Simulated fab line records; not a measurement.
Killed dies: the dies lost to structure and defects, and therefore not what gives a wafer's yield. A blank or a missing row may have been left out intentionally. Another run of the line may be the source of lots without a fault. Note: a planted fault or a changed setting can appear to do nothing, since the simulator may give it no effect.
Split-lot trial | flow n5 finfet | on a route of 1938 steps: 7 lots, 39 wafers read

== THE SPLIT ITSELF ==
At N5_BEOL_M12_ETCH_68 (etches SOC in N2/H2, time 285 s), the setting time s was moved away from the recipe's 285 s on 9 of the 39 wafers read, by -57.8% to +26.1%. All remaining wafers had this setting at the recipe value.

Reading taken at the split's own step.

== THE READING ==
SiARC_of_BEOL_M12_COAT_66.thk nm (the simulator's own value, which no gauge read), in nm, at N5_BEOL_M12_ETCH_68 (etches SOC in N2/H2, time 285 s). There is no usual value for it anywhere in the file. Average 85.7 nm, standard deviation 0.54 nm, over the 30 wafers here run with the recipe.

wafer  | tool, chamber at the split | time s as run, s | against the recipe | SiARC_of_BEOL_M12_COAT_66.thk nm, nm | against lot-mates on the recipe
L076.1 | rie diel-06, 3             | 285              | recipe             | 85.6                                 | -
L076.5 | rie diel-06, 0             | 285              | recipe             | 85.2                                 | -
L076.6 | rie diel-06, 1             | 285              | recipe             | 85.8                                 | -
L078.1 | rie diel-02, 3,1           | 285              | recipe             | 85.4                                 | -
L078.3 | rie diel-02, 3,1           | 285              | recipe             | 85.4                                 | -
L078.2 | rie diel-02, 0             | 285              | recipe             | 85                                   | -
L078.6 | rie diel-02, 0             | 285              | recipe             | 85                                   | -
L078.4 | rie diel-02, 2             | 285              | recipe             | 85.6                                 | -
L078.5 | rie diel-02, 3             | 285              | recipe             | 86                                   | -
L083.1 | rie diel-01, 3             | 285              | recipe             | 86.2                                 | -
L083.2 | rie diel-01, 1             | 285              | recipe             | 86.4                                 | -
L083.6 | rie diel-01, 1             | 285              | recipe             | 86.4                                 | -
L083.3 | rie diel-01, 0             | 285              | recipe             | 86.6                                 | -
L083.4 | rie diel-01, 2             | 285              | recipe             | 85.8                                 | -
L083.5 | rie diel-01, 2             | 285              | recipe             | 85.8                                 | -
L086.1 | rie diel-02, 0             | 285              | recipe             | 86                                   | -
L086.2 | rie diel-02, 3             | 175.8            | -38.3%             | 95.8                                 | +9.5
L086.3 | rie diel-02, 2             | 285              | recipe             | 86.2                                 | -
L086.4 | rie diel-02, 1             | 175.8            | -38.3%             | 95.2                                 | +8.9
L086.5 | rie diel-02, 1             | 175.8            | -38.3%             | 95                                   | +8.7
L086.6 | rie diel-02, 2             | 285              | recipe             | 86.6                                 | -
L090.1 | rie diel-02, 3             | 285              | recipe             | 85.6                                 | -
L090.6 | rie diel-02, 3             | 285              | recipe             | 85.6                                 | -
L090.2 | rie diel-02, 2             | 285              | recipe             | 85.2                                 | -
L090.3 | rie diel-02, 1             | 285              | recipe             | 84.4                                 | -
L090.4 | rie diel-02, 0             | 285              | recipe             | 84.6                                 | -
L090.5 | rie diel-02, 2             | 285              | recipe             | 85.4                                 | -
L095.1 | rie diel-01, 3             | 120.4            | -57.8%             | 99.6                                 | +14.0
L095.2 | rie diel-01, 1             | 120.4            | -57.8%             | 99.4                                 | +13.8
L095.3 | rie diel-01, 0             | 285              | recipe             | 86.2                                 | -
L095.4 | rie diel-01, 2             | 285              | recipe             | 85.2                                 | -
L095.5 | rie diel-01, 2             | 120.4            | -57.8%             | 99.2                                 | +13.6
L095.6 | rie diel-01, 1             | 285              | recipe             | 85.4                                 | -
L091.1 | rie diel-06, 0             | 285              | recipe             | 86                                   | -
L091.5 | rie diel-06, 0             | 285              | recipe             | 86                                   | -
L091.2 | rie diel-06, 3             | 359.5            | +26.1%             | 79.2                                 | -6.7
L091.3 | rie diel-06, 1             | 359.5            | +26.1%             | 79.8                                 | -6.1
L091.4 | rie diel-06, 1             | 359.5            | +26.1%             | 79.6                                 | -6.3
L091.6 | rie diel-06, 3             | 285              | recipe             | 85.6                                 | -
When a row names more than one chamber, that row covers several wafers, and the file does not tell which wafer ran in which chamber.

FIT RESULTS
A straight line over all 39 wafers: SiARC_of_BEOL_M12_COAT_66.thk nm changes by -0.241 nm for each +1% of time s; r = -0.99; the points scatter about the line by 0.52 nm.
The same after taking each lot's own level away (the mean of its wafers on the recipe; 39 wafers): -0.239 nm for each +1%; r = -1.00; scatter 0.34 nm.
That fit puts the effect of the largest move of time s on the reading at 14 nm.
The span of the lots' own levels, 85.13 to 86.27 nm, comes to 2.1 times the standard deviation stated above.
Hence the lot-to-lot level has little effect on the slope; both slopes agree.
Check: for one of the wafers moved furthest among these (-57.8%), held out of the fit, the line's prediction against its lot-mates is +13.7 nm. It came out at +14 nm against them.

== FILE'S OWN FIT ==
SiARC_of_BEOL_M12_COAT_66.thk nm changes by -0.239 nm for each +1% of time s, r = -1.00.
